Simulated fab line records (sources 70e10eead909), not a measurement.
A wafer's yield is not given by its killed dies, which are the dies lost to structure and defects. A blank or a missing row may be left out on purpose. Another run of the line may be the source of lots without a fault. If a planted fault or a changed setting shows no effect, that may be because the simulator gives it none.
Chamber matching + flow nandHarc + NHARC_A_CONTACT_DEP_85 on pecvd-02 has 3 sister chambers
The step deposits SiON, target thk 60 nm. 6 wafers are shown with their chamber, then 12 later ones without.

== WAFERS WITH THEIR CHAMBER ==
| wafer  | chamber | heaterPowerW (W) |
|--------|---------|------------------|
| L085.3 | 0       | 740              |
| L085.6 | 0       | 740              |
| L089.5 | 1       | 734              |
| L090.2 | 1       | 740              |
| L090.3 | 2       | 832              |
| L090.4 | 2       | 869              |

== WAFERS WITH NO CHAMBER GIVEN ==
| wafer  | heaterPowerW (W) |
|--------|------------------|
| L091.2 | 851              |
| L091.5 | 844              |
| L091.6 | 707              |
| L094.3 | 805              |
| L094.4 | 797              |
| L094.6 | 801              |
| L095.3 | 813              |
| L095.5 | 636              |
| L095.6 | 815              |
| L096.1 | 727              |
| L096.2 | 760              |
| L096.5 | 764              |

== WHICH CHAMBER EACH WENT THROUGH ==
| wafer  | from the rows above          | in truth |
|--------|------------------------------|----------|
| L091.2 | 2                            | 2        |
| L091.5 | 2                            | 2        |
| L091.6 | can't be placed: 1 or 0      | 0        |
| L094.3 | can't be placed: 2 or 0 or 1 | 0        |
| L094.4 | can't be placed: 2 or 0 or 1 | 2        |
| L094.6 | can't be placed: 2 or 0 or 1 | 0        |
| L095.3 | 2                            | 2        |
| L095.5 | can't be placed: 1 or 0      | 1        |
| L095.6 | 2                            | 2        |
| L096.1 | can't be placed: 1 or 0      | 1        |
| L096.2 | can't be placed: 0 or 1      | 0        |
| L096.5 | can't be placed: 0 or 1      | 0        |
Placed correctly: 4 of 12. From these rows, 8 cannot be placed; in 8 the true chamber is one of the candidates. Number placed wrongly: 0.
How it was worked out, from the rows above alone: a wafer's distance from a chamber is the root of the sum, over the readings, of the square of ((its reading less the chamber's mean) divided by the reading's scatter). The wafer belongs to the nearest chamber; if the next one is less than 2 further off, it can't be placed. A chamber's mean is the mean of its shown wafers. The scatter: the root of (the sum of the squares of (reading less its chamber's mean) over the shown wafers, divided by (wafers less chambers)).
